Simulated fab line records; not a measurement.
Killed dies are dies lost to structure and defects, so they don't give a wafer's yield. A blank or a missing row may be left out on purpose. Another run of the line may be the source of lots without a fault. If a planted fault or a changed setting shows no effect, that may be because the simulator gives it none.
Comparing a struck lot with a sound one :: flow n5-finfet :: 15 steps out of a route of 1938
Sound: these wafers, L514.1, L514.2, L514.3. Wafers L525.1, L525.4, L525.5 were the ones struck. At the end, the cause is stated.
Each step with rows lists, per side, the tool, then ch with its chambers, then its first start. Under that, the readings that differ: sound wafers :: struck wafers :: difference of the means :: sigmas: that difference in standard deviations of wafers without a fault.
alike: a reading whose means differ by less than 2 such deviations, as well as words and numbers matching on both sides. not compared: withheld readings; readings where some wafer has no value; bounds like >300 that might hide an equal value; numbers whose values overlap and for which the record gives no deviation.
Wherever a step has rows on one side only, a row that says differs or no value, or a row with sigmas, the two part there. When numbers do not overlap yet have no deviation, they are printed without sigmas and do not part them. Lack of a reading on every wafer of one side parts them only where that side has two or more wafers.

N5_BEOL_M2_INSPECT_30: inspects for defects (brightfield).
  sound: defect-inspect-02 at day 8 21:11; struck: defect-inspect-01 at day 12 00:39
  alike: raw-defect-count
then, 4 steps without rows for these wafers: N5_BEOL_M2_DESCUM_33 (chemistry O2, time 7 s); N5_BEOL_M2_ETCH_77 (etches underlayer in N2/H2, target depth 6.5 nm, time 5.2 s); N5_BEOL_M2_ETCH_69 (etches SiARC in CF4, target depth 15.6 nm, time 26 s); N5_BEOL_M2_ALD_98 (deposits SiO2, target thk 2.5 nm, pulse time 1 s, co reactant pulse time 1 s).
N5_BEOL_M2_ETCHBACK_99: etches SiO2 in CHF3, target depth 5 nm, time 10.4 s.
  sound on rie-diel-06 ch 0,2,3, day 8 21:37; struck on rie-diel-06 ch 0,1,2, day 12 09:21
  alike: CHF3_flow_sccm, drypump-motor-current-A, oes-product-au, rf-vpp-V, showerhead-plenum-p-Torr, throttle-valve-pct
  not compared: rf-hours-counter-h
N5_BEOL_M2_ETCH_70: etches SOC in N2/H2, target depth 80 nm, overetch 24 nm, time 130 s.
  sound on rie-diel-06 ch 0,2,3, day 8 21:40; struck on rie-diel-06 ch 0,1,2, day 12 09:23
  alike: bias-w, drypump-motor-current-A, oes-product-au, rf-vpp-V, showerhead-plenum-p-Torr, throttle-valve-pct
  not compared: rf-hours-counter-h
then, 2 steps without rows for these wafers: N5_BEOL_M2_STRIP_71 (strips in N2/H2); N5_BEOL_M2_STRIP_78 (strips in N2/H2).
N5_BEOL_M2_VIA_ETCH_34: etches the open film in C4F6/O2, target depth 69.4 nm, time 65.9 s.
  sound on rie-diel-06 ch 0,2,3, day 8 21:46; struck on rie-diel-06 ch 0,1,2, day 12 09:29
  alike: C4F6_flow_sccm, bias-w, drypump-motor-current-A, oes-product-au, rf-vpp-V, showerhead-plenum-p-Torr, throttle-valve-pct
  not compared: rf-hours-counter-h
then, 1 step without rows for these wafers: N5_BEOL_M2_STRIP_83 (strips in C4F6/O2).
N5_BEOL_M2_STRIP_36: strips in N2/H2.
  sound on rie-diel-06 ch 0,2,3, day 8 21:50; struck on rie-diel-06 ch 0,1,2, day 12 09:33
  alike: drypump-motor-current-A, oes-product-au, power-w, rf-vpp-V, showerhead-plenum-p-Torr, throttle-valve-pct
  not compared: rf-hours-counter-h
N5_BEOL_M2_TRENCH_ETCH_37: etches SiOC in C4F6/O2, target depth 55.555 nm, time 29.2 s.
  sound on rie-diel-06 ch 0,2,3, day 8 21:52; struck on rie-diel-06 ch 0,1,2, day 12 09:35
reading: bias-w (W)
sound: 184.2 185.3 184.9
struck: 194.3 193.5 193.9
difference: +9.1
sigmas: +17
  alike: C4F6_flow_sccm, drypump-motor-current-A, oes-product-au, rf-vpp-V, showerhead-plenum-p-Torr, throttle-valve-pct
  not compared: rf-hours-counter-h
N5_BEOL_M2_ETCH_41: etches SiCN in CH3F/O2, target depth 29.9 nm, time 52.5 s.
  sound: rie-diel-06 ch 0,2,3; struck: rie-diel-06 ch 0,1,2
  alike: bias-w, drypump-motor-current-A, oes-product-au, rf-vpp-V, showerhead-plenum-p-Torr, throttle-valve-pct
  not compared: rf-hours-counter-h
N5_BEOL_M4_RC_MEAS_101:
  sound on prober-01 ch 0, day 10 14:05; struck on prober-02 ch 0, day 13 18:32
  alike: DIBL_N, DIBL_P, IOFF_N, IOFF_P, ION_N, ION_P, SS_N, SS_P, VT_N, VT_P

== WHERE THEY PART ==
Only at N5_BEOL_M2_TRENCH_ETCH_37, as far as this record shows. Later steps at which nothing parts them and some readings are alike: N5_BEOL_M2_ETCH_41, N5_BEOL_M4_RC_MEAS_101.

WHY: what the simulator had put in
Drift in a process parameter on rie-diel-06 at N5_BEOL_M2_TRENCH_ETCH_37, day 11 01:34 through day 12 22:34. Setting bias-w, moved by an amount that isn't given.
